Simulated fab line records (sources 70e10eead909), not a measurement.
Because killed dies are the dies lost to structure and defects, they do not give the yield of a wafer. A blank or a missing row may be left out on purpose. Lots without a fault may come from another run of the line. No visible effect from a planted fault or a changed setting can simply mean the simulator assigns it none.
Comparing a struck lot with a sound one :: flow nandHarc :: 13 steps out of a route of 1302
Sound: wafers L537.2, L537.5, L537.6. The struck wafers were L559.2, L559.4, L559.5. The cause is named last.
For every step that has rows: the tool of each side, followed by ch and its chambers, followed by its first start. Under that, the readings that differ: sound wafers :: struck wafers :: difference of the means :: sigmas: that difference in standard deviations of wafers without a fault.
alike: a reading whose means differ by less than 2 such deviations, as well as words and numbers matching on both sides. not compared: withheld readings; readings where some wafer has no value; bounds like >300 that might hide an equal value; numbers whose values overlap and for which the record gives no deviation.
The two part at a step that has a row with sigmas, a row that says differs or no value, or rows on one side only. Numbers that have no deviation but don't overlap get no sigmas and don't part them. A reading missing from all wafers of one side parts the sides only when that side holds two or more wafers.

NHARC_P_CONTACT_CMP_24: polishes, t overpolish 30 s, target thk 200 nm.
  sound on cmp-01 ch 0,1,3, day 6 00:49; struck on cmp-01 ch 0,2,3, day 15 10:41
  alike: motorCurrentA, overpolishRunS, retainingRingPressureFrac, timeToEndpointS
after that, 1 step had no rows for these wafers: NHARC_P_CONTACT_SRD_26.
NHARC_P_CONTACT_INSPECT_27:
  struck on defectInspect-01, day 15 11:02; sound on defectInspect-02, day 6 01:08
reading: rawDefectCount
sound: 1149 1228 884
struck: 140 149 197
difference: -925
sigmas: -5
then, 8 steps without rows for these wafers: NHARC_P_M0_DEP_00 (deposits SiOC, target thk 150 nm); NHARC_P_M0_DEHYDRATE_01 (time 120 s); NHARC_P_M0_HMDS_02 (time 30 s); NHARC_P_M0_COAT_33 (time 65 s); NHARC_P_M0_COAT_03 (resist thk 90 nm); NHARC_P_M0_SOFTBAKE_04 (time 55 s); NHARC_P_M0_EBR_05; NHARC_P_M0_EXPOSE_06 (exposes mask P M0, target cd 90 nm).
NHARC_P_M0_PEB_07: peb time 65 s.
  sound on lithoTrack-04 ch 0, day 6 01:58; struck on lithoTrack-06 ch 0, day 15 11:52
reading: heaterPowerTotalW (W)
sound: 156.8 157.1 157.2
struck: 147.2 147.7 148.4
difference: -9.3
sigmas: -22

reading: plateTempC (C)
sound: 99.88 99.83 100.12
struck: 95.93 95.80 95.74
difference: -4.12
sigmas: -29
then, 1 step without rows for these wafers: NHARC_P_M0_DEVELOP_08 (develop time 35 s).

## WHERE THEY PART
At NHARC_P_CONTACT_INSPECT_27 first; at NHARC_P_M0_PEB_07 last (within this record only).

WHY: what the simulator had put in
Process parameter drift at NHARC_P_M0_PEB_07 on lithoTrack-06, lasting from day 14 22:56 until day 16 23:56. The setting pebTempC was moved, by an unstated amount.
